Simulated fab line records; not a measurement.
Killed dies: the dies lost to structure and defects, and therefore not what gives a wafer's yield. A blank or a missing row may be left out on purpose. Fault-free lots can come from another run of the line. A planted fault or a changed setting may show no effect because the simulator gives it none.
Chamber matching | flow n5_finfet | 4 sister chambers for N5_SD_EPI_P_DESCUM_14 on rie_diel-06
The step chemistry O2, time 7.9 s. 8 wafers are shown with their chamber, then 8 later ones without.

== EACH WAFER AND ITS CHAMBER ==
wafer  | chamber | showerhead_plenum_p_Torr (Torr) | throttle_valve_pct (%)
L080.4 | 1       | 2.06                            | 20.48
L081.3 | 2       | 2.10                            | 20.67
L082.1 | 1       | 2.06                            | 20.47
L082.3 | 0       | 2.15                            | 20.67
L086.1 | 3       | 2.24                            | 20.24
L086.2 | 0       | 2.14                            | 20.69
L086.6 | 2       | 2.09                            | 20.69
L088.2 | 3       | 2.24                            | 20.22

== WAFERS WITH NO CHAMBER GIVEN ==
wafer  | showerhead_plenum_p_Torr (Torr) | throttle_valve_pct (%)
L088.5 | 2.09                            | 20.69
L088.6 | 2.14                            | 20.68
L089.1 | 2.24                            | 20.23
L089.4 | 2.14                            | 20.71
L089.6 | 2.14                            | 20.68
L095.1 | 2.23                            | 20.26
L095.2 | 2.09                            | 20.72
L095.5 | 2.23                            | 20.25

== THE CHAMBER EACH PASSED THROUGH ==
wafer  | from the rows above | in truth
L088.5 | 2                   | 2
L088.6 | 0                   | 0
L089.1 | 3                   | 3
L089.4 | 0                   | 0
L089.6 | 0                   | 0
L095.1 | 3                   | 3
L095.2 | 2                   | 2
L095.5 | 3                   | 3
8 of 8 placed correctly. Number that these rows cannot place: 0. Wrongly placed: 0.
How it was worked out, from the rows above alone: a wafer's distance from a chamber is the root of the sum, over the readings, of the square of ((its reading less the chamber's mean) divided by the reading's scatter). If the next closest chamber is less than 2 further off than the closest, the wafer can't be placed; otherwise it belongs to the closest. Each chamber's mean is taken over the wafers shown for it. The scatter is the square root of a quotient: the sum, over the shown wafers, of each reading's squared deviation from its chamber's mean, divided by wafers minus chambers.
